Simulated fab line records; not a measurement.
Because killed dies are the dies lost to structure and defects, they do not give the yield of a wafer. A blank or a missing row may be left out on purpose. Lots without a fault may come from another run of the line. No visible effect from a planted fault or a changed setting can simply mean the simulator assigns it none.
fab line records | flow n5-finfet
[record] lots = 6 wafers = 18 last-day = 17
route steps=1938 shown BEOL_M1@806 BEOL_M4@1111 PASSIVATION@1936
lots that met no fault: taken from a fault-free run of the same line
start-h: the number of hours between the record's first day and the start of the first shown wafer of the lot | wait-h: hours from the lot's prior step to this one | " the same as in the row above | L1.1+2: several wafers, shown together as one row | - no value present, or no start provided | * or withheld: withheld | < > ~ a bound
route shown NAME@n: a module of which the file shows steps, and the number in the route of the first | usual: mean and standard deviation over wafers with no fault | same: alike in all rows | chamber/n: place in a boat | sites: per-site readings | _std_site: standard deviation of those values | _edge_site: the outer-site mean with the inner-site mean subtracted | radius-mm: how far each site lies from the wafer's centre | mask NAME#n: copy n | behind: the most recent tool/chamber to have shaped the wafer | hold: what put the lot on hold/how long, in hours/how the hold closed | device: names the non-switching transistor (n, p or np) | end of line: the tests these same wafers got at the end of their route | a step given without rows: its recipe and nothing more | killed: the dies lost at the first sort to structure and to defects; this is not the yield of the wafer | map: per-die view of a wafer (x killed, . not killed, _ where there is no die)
set.NAME: the setting as run; set.NAME@STEP: as run at that earlier step | model.NAME: the simulator's own value behind a step, which no gauge read
lots seen at some steps along the route; tables by step, rows by wafer
services: the hour from which a tool's chamber was out of use, counted from the record's first day as start-h (under 0 if before that day), plus the number of hours and why
[[steps]]
[step N5_BEOL_M1_PRECLEAN_42]
[recipe] chemistry = residue-remover time-s = 60 temp-c = 40
[step N5_BEOL_M1_SRD_43]
[recipe] time-s = 30 temp-c = 23 rinse-liquid = diw dry = ipa-marangoni
[step N5_BEOL_M1_CD_MEAS_35]
[recipe] target-cd-nm = 18 target-cd-y-nm = 21 polarity = opening
[usual] cd-nm = 17.9/0.39
// columns lot.wafer tool chamber start-h wait-h cd-nm
L374.2 cd-sem-03 - 154.80 0.0 17.1
L374.4 " - " " 18.5
L374.5 " - " " 17.6
L376.2 cd-sem-01 - 157.76 0.0 18.4
L376.5 " - " " 17.5
L376.6 " - " " 17.6
L385.2 cd-sem-01 - 228.82 0.0 17.4
L385.3 " - " " 17.0
L385.6 " - " " 17.8
L388.1 cd-sem-03 - 232.92 0.0 18.1
L388.2 " - " " 18.0
L388.5 " - " " 18.2
L389.1 cd-sem-02 - 241.08 0.0 18.2
L389.2 " - " " 17.9
L389.5 " - " " 17.9
L392.1 cd-sem-02 - 258.89 0.0 18.2
L392.3 " - " " 18.1
L392.5 " - " " 18.6
[step N5_BEOL_M1_DEGAS_44]
[recipe] ambient = vacuum temp-c = 250 time-s = 60
[usual] heater-power-w = 330/39
// columns lot.wafer tool chamber start-h wait-h heater-power-w
L374.2 pvd-sputter-02 - 154.84 0.0 302
L374.4 " - " " 430
L374.5 " - " " 433
L376.2 pvd-sputter-01 - 158.13 0.4 330
L376.5 " - " " 318
L376.6 " - " " 305
L385.2 pvd-sputter-01 - 228.98 0.2 327
L385.3 " - " " 300
L385.6 " - " " 319
L388.1 pvd-sputter-01 - 233.16 0.2 309
L388.2 " - " " 302
L388.5 " - " " 320
L389.1 pvd-sputter-02 - 241.12 0.0 309
L389.2 " - " " 289
L389.5 " - " " 310
L392.1 pvd-sputter-01 - 258.96 0.1 377
L392.3 " - " " 323
L392.5 " - " " 319
[step N5_BEOL_M1_PRE_CLEAN_45]
[recipe] gas = H2/He time-s = 30 temp-c = 250
[step N5_BEOL_M1_ALD_84]
[recipe] material = TaN target-thk-a = * temp-c = 275 ald-precursor-family = PDMAT ald-co-reactant = NH3 pressure-torr = 3 carrier-flow-sccm = 1500 pulse-time-s = 2 purge-time-s = 3 co-reactant-purge-time-s = 2 co-reactant-pulse-time-s = 3 ald-cycles = 30 precursor-vessel-temp-c = 75 precursor-vessel-pressure-torr = 26.25 precursor-vessel-carrier-sccm = 1000
[step N5_BEOL_M1_SURFACE_TREAT_85]
[recipe] gas = Ar time-s = * ion-energy-ev = * ion-current-ma-cm2 = 0.5 pressure-mtorr = * ar-flow-sccm = 30
[usual] ar-flow-sccm = 30.01/0.099 throttle-valve-pct = *
// columns lot.wafer tool chamber start-h wait-h ar-flow-sccm throttle-valve-pct
L374.2 pvd-sputter-03 - 155.19 0.1 30.04 *
L374.4 " - " " 30.04 *
L374.5 " - " " 29.95 *
L376.2 pvd-sputter-02 - 158.47 0.1 29.86 *
L376.5 " - " " 29.92 *
L376.6 " - " " 29.93 *
L385.2 pvd-sputter-02 - 229.65 0.4 30.05 *
L385.3 " - " " 30.15 *
L385.6 " - " " 30.16 *
L388.1 pvd-sputter-02 - 233.59 0.2 29.57 *
L388.2 " - " " 30.03 *
L388.5 " - " " 29.94 *
L389.1 pvd-sputter-01 - 241.96 0.6 30.03 *
L389.2 " - " " 30.01 *
L389.5 " - " " 30.23 *
L392.1 pvd-sputter-03 - 259.33 0.1 30.23 *
L392.3 " - " " 30.02 *
L392.5 " - " " 30.24 *
[step N5_BEOL_M1_CVD_47]
[recipe] material = Co target-thk-a = 30 temp-c = withheld precursor = CCTBA/H2 pressure-torr = 30 time-s = 223.8
[step N5_BEOL_M1_SPUTTER_48]
[recipe] material = Cu target-thk-a = 45 temp-c = -20 chamber-pressure-pa = 0.07 power-w = withheld time-s = 8.29
[usual] chamber-pressure-pa = 0.07/0.00015 chuck-gas-flow-sccm = 1.27/0.052 throttle-valve-pct = 30.3/1.3
// columns lot.wafer tool chamber start-h wait-h chamber-pressure-pa chuck-gas-flow-sccm throttle-valve-pct
L374.2 pvd-sputter-01 - 155.51 0.2 0.07017 1.37 30.4
L374.4 " - " " 0.07006 1.25 31.6
L374.5 " - " " 0.07019 1.32 30.1
L376.2 pvd-sputter-01 - 158.75 0.1 0.07004 1.33 31.7
L376.5 " - " " 0.06976 1.24 28.3
L376.6 " - " " 0.07002 1.29 31.5
L385.2 pvd-sputter-01 - 230.00 0.1 0.06986 1.29 30.4
L385.3 " - " " 0.06994 1.27 32.2
L385.6 " - " " 0.06999 1.14 32.0
L388.1 pvd-sputter-01 - 233.90 0.2 0.0701 1.29 30.3
L388.2 " - " " 0.07006 1.31 31.8
L388.5 " - " " 0.06992 1.20 28.3
L389.1 pvd-sputter-01 - 242.24 0.1 0.07015 1.32 31.7
L389.2 " - " " 0.06981 1.35 30.2
L389.5 " - " " 0.06994 1.34 30.2
L392.1 pvd-sputter-03 - 261.33 1.8 0.0698 1.20 28.6
L392.3 " - " " 0.07023 1.31 28.5
L392.5 " - " " 0.06977 1.25 32.3
[step N5_BEOL_M1_ANNEAL_49]
[recipe] temp-c = 400 time-s = 240 ambient = vacuum
[step N5_BEOL_M1_SPUTTER_79]
[recipe] material = Cu target-thk-a = 45 temp-c = -20 chamber-pressure-pa = 0.07 power-w = withheld time-s = 8.29
[usual] chamber-pressure-pa = 0.06999/0.00014 chuck-gas-flow-sccm = 1.26/0.053 throttle-valve-pct = 30.3/1.3
// columns lot.wafer tool chamber start-h wait-h chamber-pressure-pa chuck-gas-flow-sccm throttle-valve-pct
L374.2 pvd-sputter-01 - 155.73 0.1 0.06972 1.35 30.5
L374.4 " - " " 0.07003 1.24 31.2
L374.5 " - " " 0.06976 1.33 30.4
L376.2 pvd-sputter-01 - 158.97 0.1 0.07001 1.22 31.7
L376.5 " - " " 0.07004 1.25 28.5
L376.6 " - " " 0.06997 1.22 31.1
L385.2 pvd-sputter-01 - 230.22 0.1 0.0701 1.24 30.1
L385.3 " - " " 0.07 1.35 31.9
L385.6 " - " " 0.06979 1.27 31.9
L388.1 pvd-sputter-01 - 234.12 0.1 0.07007 1.36 30.3
L388.2 " - " " 0.07018 1.23 32.1
L388.5 " - " " 0.06993 1.27 28.4
L389.1 pvd-sputter-01 - 242.46 0.1 0.06984 1.24 31.8
L389.2 " - " " 0.06991 1.24 30.0
L389.5 " - " " 0.07013 1.29 30.5
L392.1 pvd-sputter-03 - 261.55 0.1 0.07005 1.27 28.9
L392.3 " - " " 0.07002 1.27 28.6
L392.5 " - " " 0.07013 1.33 32.2
[step N5_BEOL_M1_ANNEAL_80]
[recipe] temp-c = 400 time-s = 240 ambient = vacuum
[step N5_BEOL_M1_SPUTTER_81]
[recipe] material = Cu target-thk-a = 45 temp-c = -20 chamber-pressure-pa = 0.07 power-w = withheld time-s = 8.29
[usual] chamber-pressure-pa = 0.07002/0.00014 chuck-gas-flow-sccm = 1.26/0.059 throttle-valve-pct = 30.3/1.2
// columns lot.wafer tool chamber start-h wait-h chamber-pressure-pa chuck-gas-flow-sccm throttle-valve-pct
L374.2 pvd-sputter-01 - 155.95 0.1 0.07009 1.28 30.5
L374.4 " - " " 0.0699 1.38 31.4
L374.5 " - " " 0.07019 1.28 30.4
L376.2 pvd-sputter-01 - 159.19 0.1 0.06996 1.32 31.4
L376.5 " - " " 0.07022 1.32 28.5
L376.6 " - " " 0.06987 1.28 31.3
L385.2 pvd-sputter-01 - 230.44 0.1 - - -
L385.3 " - " " - - -
L385.6 " - " " - - -
L388.1 pvd-sputter-01 - 234.34 0.1 - - -
L388.2 " - " " - - -
L388.5 " - " " - - -
L389.1 pvd-sputter-01 - 242.68 0.1 0.06995 1.31 31.8
L389.2 " - " " 0.06996 1.25 30.1
L389.5 " - " " 0.07014 1.33 30.0
L392.1 pvd-sputter-03 - 261.77 0.1 0.0699 1.27 29.0
L392.3 " - " " 0.06989 1.20 28.5
L392.5 " - " " 0.06999 1.20 32.3
[step N5_BEOL_M1_ANNEAL_82]
[recipe] temp-c = 400 time-s = 240 ambient = vacuum
[usual] heater-power-w = 823/100 susceptor_temp_C_max = 400.9/0.35
// columns lot.wafer tool chamber start-h wait-h heater-power-w susceptor_temp_C_max
L374.2 pvd-sputter-01 - 156.03 0.0 793 400.5
L374.4 " - " " 911 401.0
L374.5 " - " " 790 400.6
L376.2 pvd-sputter-01 - 159.27 0.0 962 401.0
L376.5 " - " " 764 400.9
L376.6 " - " " 914 401.2
L385.2 pvd-sputter-01 - 230.52 0.0 760 401.1
L385.3 " - " " 805 401.2
L385.6 " - " " 806 401.1
L388.1 pvd-sputter-01 - 234.42 0.0 797 400.9
L388.2 " - " " 778 401.0
L388.5 " - " " 761 400.5
L389.1 pvd-sputter-01 - 242.76 0.0 797 400.9
L389.2 " - " " 795 400.5
L389.5 " - " " 799 400.7
L392.1 pvd-sputter-03 - 261.85 0.0 968 400.8
L392.3 " - " " 755 401.1
L392.5 " - " " 881 400.6
[step N5_BEOL_M4_RC_MEAS_101]
[usual] DIBL_N = 35.7/1.5 DIBL_P = 35.7/2 IOFF_N = 0.155/0.026 IOFF_P = 0.20/0.031 ION_N = 675/11 ION_P = 462/7.1 SS_N = 71.3/0.57 SS_P = 73.1/0.56 VT_N = 250/3 VT_P = -251/3
// columns lot.wafer tool chamber start-h wait-h DIBL_N[mV/V] DIBL_P[mV/V] IOFF_N[nA/um] IOFF_P[nA/um] ION_N[uA/um] ION_P[uA/um] SS_N[mV/dec] SS_P[mV/dec] VT_N[mV] VT_P[mV]
L374.2 prober-01 0 195.33 0.2 37.9 37.7 0.196 0.27 697 470 72.5 73.8 247 -247
L374.4 " 0 " " 36.5 35.2 0.153 0.23 669 464 72.6 73.1 251 -247
L374.5 " 0 " " 33.7 32.2 0.122 0.18 665 457 70.8 72.2 251 -252
L376.2 prober-01 0 198.56 0.2 37.8 36.2 0.187 0.20 659 448 72.3 73.6 249 -252
L376.5 " 0 " " 35.0 35.7 0.163 0.22 672 464 71.6 72.9 247 -250
L376.6 " 0 " " 35.7 35.3 0.162 0.19 672 451 71.3 73.2 250 -251
L388.1 prober-01 0 267.55 0.0 35.5 36.5 0.166 0.21 687 470 71.1 73.8 247 -251
L388.2 " 0 " " 35.3 35.9 0.150 0.20 666 460 71.5 72.9 248 -250
L388.5 " 0 " " 35.6 37.2 0.169 0.22 693 479 70.9 72.7 243 -249
L385.2 prober-02 0 267.79 0.2 36.0 36.6 0.160 0.20 685 466 71.1 72.7 250 -255
L385.3 " 0 " " 36.8 38.3 0.181 0.24 685 469 71.4 73.9 247 -249
L385.6 " 0 " " 36.5 37.4 0.172 0.21 683 464 71.3 73.3 247 -251
L389.1 prober-02 0 292.94 0.0 33.0 34.1 0.122 0.14 677 453 70.5 72.4 253 -258
L389.2 " 0 " " 34.8 35.4 0.139 0.15 673 452 71.1 72.5 253 -258
L389.5 " 0 " " 33.7 34.6 0.132 0.15 679 456 71.4 73.2 251 -257
L392.1 prober-02 0 311.93 0.0 36.3 37.6 0.193 0.26 693 474 71.5 73.7 245 -245
L392.3 " 0 " " 35.5 35.5 0.161 0.22 678 457 71.8 72.8 249 -248
L392.5 " 0 " " 33.8 34.1 0.143 0.20 677 466 70.8 72.3 250 -251
[step N5_PASSIVATION_PROBE_49]
[usual] defect-limited-yield = 91.4/1.5 killed_at_M0_to_M3 = 34/10 killed_at_M4_up = 15/6 killed-at-contacts = 12/6 killed-at-front-end = 37/11 killed-at-other = 3.3/2.8 killed-dies = 101/18 killed-open = 66/14 killed-short = 33/7.8 sort_bin_5_function = 5.0/0.97 sort_bin_6_memory = 3.2/0.72 sort_bin_8_speed = 0.00/0.01 sort-n-pass = 1079/18 sort-yield-pct = 91.4/1.5
[same] gross-dies = 1180 killed-at-back-side = 0 sort_bin_4_leakage[%] = 0
// columns lot.wafer tool chamber start-h wait-h defect-limited-yield[%] killed_at_M0_to_M3 killed_at_M4_up killed-at-contacts killed-at-front-end killed-at-other killed-dies killed-open killed-short sort_bin_5_function[%] sort_bin_6_memory[%] sort_bin_8_speed[%] sort-n-pass sort-yield-pct[%]
L376.2 prober-02 - 304.31 0.1 92.1 23 11 11 37 11 93 59 34 4.5 3.4 0 1087 92.1
L376.5 prober-02 - 304.46 0.2 91.4 45 10 15 23 9 102 67 35 5.0 3.2 0 1078 91.4
L376.6 prober-02 - 304.51 0.3 92.6 33 20 7 22 5 87 57 29 3.6 3.6 0 1093 92.6
L385.2 prober-02 - 386.50 0.1 91.0 45 16 11 32 2 106 63 33 5.8 2.9 0 1074 91.0
L385.3 prober-02 - 386.55 0.1 90.6 51 24 12 20 4 111 70 32 5.8 3.4 0 1069 90.6
L385.6 prober-02 - 386.70 0.3 92.1 39 19 5 28 2 93 57 24 4.5 2.6 0 1087 92.1
L388.1 prober-02 - 387.64 0.0 90.0 32 21 19 44 2 118 86 28 5.6 4.2 0 1062 90.0
L388.2 prober-02 - 387.69 0.1 91.4 23 18 10 46 4 101 60 35 4.0 4.3 0 1079 91.4
L388.5 prober-02 - 387.84 0.2 91.8 19 19 11 46 2 97 65 23 5.5 2.6 0 1083 91.8
L389.1 prober-01 - 400.66 0.0 92.6 30 18 16 21 2 87 58 26 4.1 3.0 0 1093 92.6
L389.2 prober-01 - 400.71 0.1 90.5 37 13 20 33 9 112 83 27 6.0 3.4 0 1068 90.5
L389.5 prober-01 - 400.86 0.2 90.6 33 22 17 37 2 111 82 29 5.9 3.1 0 1069 90.6
L392.1 prober-02 - 417.95 0.0 94.6 27 7 4 24 2 64 39 25 3.1 2.1 0 1116 94.6
L392.3 prober-02 - 418.05 0.1 91.9 38 11 4 38 5 96 61 35 5.0 2.9 0 1084 91.9
// killed by level:class
L376.2 MOL_CONTACT_COAG:geometric-particle:open=10 STI_FIN_REVEAL:geometric-particle:open=7 BEOL_M3:geometric-particle:open=6 MIM_TOP_ETCH:geometric-particle:short=6 BEOL_M1:geometric-particle:open=5 BEOL_M2:geometric-particle:open=5 FIN_SAQP:geometric-particle:short=4 FIN_SAQP:geometric-particle:open=4
L376.5 BEOL_M2:geometric-particle:open=15 MOL_CONTACT_COAG:geometric-particle:open=9 BEOL_M3:geometric-particle:open=8 BEOL_M1:geometric-particle:open=7 FIN_SAQP:geometric-particle:short=6 MOL_CONTACT_COAG:geometric-particle:short=6 BEOL_M0_SAQP:geometric-particle:open=5 FIN_SAQP:geometric-particle:open=4
L376.6 BEOL_M2:geometric-particle:open=10 BEOL_M4:geometric-particle:open=8 FIN_SAQP:geometric-particle:open=7 BEOL_M1:geometric-particle:open=5 STI_FIN_REVEAL:geometric-particle:open=4 GATE_CUT:geometric-particle:short=4 MOL_CONTACT_COAG:geometric-particle:short=4 BEOL_M0_SAQP:geometric-particle:short=4
L385.2 FIN_SAQP:geometric-particle:open=11 BEOL_M2:geometric-particle:open=11 MOL_CONTACT_COAG:geometric-particle:open=9 FIN_SAQP:geometric-particle:short=8 BEOL_M0_SAQP:geometric-particle:open=8 BEOL_M1:interface-void-opened=8 BEOL_M3:geometric-particle:open=7 BEOL_M4:geometric-particle:open=7
L385.3 BEOL_M4:geometric-particle:open=14 BEOL_M2:geometric-particle:open=11 MOL_CONTACT_COAG:geometric-particle:open=10 BEOL_M0_SAQP:geometric-particle:short=10 BEOL_M0_SAQP:geometric-particle:open=9 BEOL_M1:geometric-particle:open=6 BEOL_M1:interface-void-opened=6 GATE_CUT:geometric-particle:open=4
L385.6 BEOL_M2:geometric-particle:open=18 BEOL_M5:geometric-particle:open=7 BEOL_M1:interface-void-opened=6 BEOL_M0_SAQP:geometric-particle:short=5 BEOL_M0_SAQP:geometric-particle:open=4 BEOL_M4:geometric-particle:open=4 STARTING-WAFER:geometric-particle:open=4 HKMG_FIN:area-etch=4
L388.1 STI_FIN_REVEAL:geometric-particle:open=21 MOL_CONTACT_COAG:geometric-particle:open=16 BEOL_M4:geometric-particle:open=13 BEOL_M2:geometric-particle:open=10 BEOL_M3:geometric-particle:open=6 FIN_SAQP:geometric-particle:short=5 BEOL_M0_SAQP:geometric-particle:open=5 STI_FIN_REVEAL:geometric-particle:short=4
L388.2 STI_FIN_REVEAL:geometric-particle:open=17 MOL_CONTACT_COAG:geometric-particle:open=7 FIN_SAQP:geometric-particle:open=5 FIN_SAQP:geometric-particle:short=5 BEOL_M0_SAQP:geometric-particle:open=5 BEOL_M0_SAQP:geometric-particle:short=5 BEOL_M4:geometric-particle:open=5 BEOL_M1:interface-void-opened=5
L388.5 FIN_SAQP:geometric-particle:open=16 MOL_CONTACT_COAG:geometric-particle:open=10 BEOL_M4:geometric-particle:open=9 STI_FIN_REVEAL:geometric-particle:open=8 BEOL_M1:interface-void-opened=6 BEOL_M0_SAQP:geometric-particle:short=5 STARTING-WAFER:geometric-particle:open=5 BEOL_M1:geometric-particle:open=4
L389.1 MOL_CONTACT_COAG:geometric-particle:open=9 MOL_CONTACT_COAG:geometric-particle:short=7 BEOL_M4:geometric-particle:open=7 BEOL_M0_SAQP:geometric-particle:open=6 BEOL_M1:geometric-particle:open=6 BEOL_M2:geometric-particle:open=5 FIN_SAQP:geometric-particle:short=4 FIN_SAQP:geometric-particle:open=4
L389.2 MOL_CONTACT_COAG:geometric-particle:open=17 BEOL_M1:geometric-particle:open=17 FIN_SAQP:geometric-particle:open=7 PASS1_CAP:geometric-particle:open=6 FIN_SAQP:geometric-particle:short=5 BEOL_M2:geometric-particle:open=5 BEOL_M0_SAQP:geometric-particle:open=5 BEOL_M4:geometric-particle:open=5
L389.5 FIN_SAQP:geometric-particle:open=17 BEOL_M4:geometric-particle:open=16 MOL_CONTACT_COAG:geometric-particle:open=13 BEOL_M1:geometric-particle:open=9 FIN_SAQP:geometric-particle:short=7 BEOL_M2:geometric-particle:open=7 BEOL_M3:geometric-particle:open=5 MOL_CONTACT_COAG:geometric-particle:short=4
L392.1 DUMMY_GATE:geometric-particle:open=8 BEOL_M2:geometric-particle:open=7 BEOL_M0_SAQP:geometric-particle:short=6 BEOL_M0_SAQP:geometric-particle:open=5 STI_FIN_REVEAL:geometric-particle:open=4 FIN_SAQP:geometric-particle:short=3 MOL_CONTACT_COAG:geometric-particle:open=3 BEOL_M4:geometric-particle:open=3
L392.3 FIN_SAQP:geometric-particle:open=10 BEOL_M0_SAQP:geometric-particle:short=10 BEOL_M3:geometric-particle:open=7 BEOL_M0_SAQP:geometric-particle:open=6 BEOL_M4:geometric-particle:open=6 FIN_SAQP:geometric-particle:short=5 STARTING-WAFER:geometric-particle:open=5 STARTING-WAFER:geometric-particle:short=5
[[services]]
// columns tool chamber start-h hours kind
pvd-sputter-03 - 144.93 4.2 repair
pvd-sputter-03 - 178.36 1.0 repair
[[key]]
[first-sign] step = N5_BEOL_M1_SPUTTER_81 reading = tool-record direction = missing
effect none on later readings
met-at N5_BEOL_M1_SPUTTER_81
struck-wafers L385.2,L385.3,L385.6,L388.1,L388.2,L388.5
onset-between 159.19 230.44
[fault] kind = skipped-step-whole tool = pvd-sputter-01 chamber = - onset-h = 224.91 steps = N5_BEOL_M1_SPUTTER_81 scope = struck-lots-only
